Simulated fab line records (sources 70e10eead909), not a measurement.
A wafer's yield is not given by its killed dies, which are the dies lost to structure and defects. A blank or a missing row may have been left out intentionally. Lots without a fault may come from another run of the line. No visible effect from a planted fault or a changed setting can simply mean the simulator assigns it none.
Chamber matching	flow nandHarc	NHARC_A_CHANNEL_FILL_D1_ETCHBACK_19 on rieSi-02 has 4 sister chambers
The step etches the open film in HBr/Cl2, target depth 5 nm, time 1.7 s. 4 wafers are shown with their chamber, then 8 later ones without.

== WAFERS, EACH WITH ITS CHAMBER ==
wafer	chamber	drypumpMotorCurrentA (A)
L084.2	0	5.6
L087.6	2	5.5
L089.4	1	6.7
L091.2	3	5.2

== WAFERS WITH NO CHAMBER GIVEN ==
wafer	drypumpMotorCurrentA (A)
L091.3	5.5
L091.4	6.7
L092.3	5.3
L092.4	5.6
L092.5	5.2
L095.3	5.6
L095.4	5.2
L095.5	5.3

== CHAMBER TAKEN BY EACH ==
wafer	from the rows above	in truth
L091.3	2	2
L091.4	1	1
L092.3	3	3
L092.4	0	0
L092.5	3	3
L095.3	0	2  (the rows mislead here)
L095.4	3	3
L095.5	3	3
7 of 8 placed correctly. From these rows, 0 cannot be placed. Wrongly placed: 1.
How it was worked out, from the rows above alone: a wafer's distance from a chamber is the root of the sum, over the readings, of the square of ((its reading less the chamber's mean) divided by the reading's scatter). If the next closest chamber is less than 2 further off than the closest, the wafer can't be placed; otherwise it belongs to the closest. For every chamber, the mean is computed from those of its wafers that are shown. The scatter (one wafer shown for each chamber): square how far every hidden wafer sits from the nearest shown wafer, average those squares and take the square root.
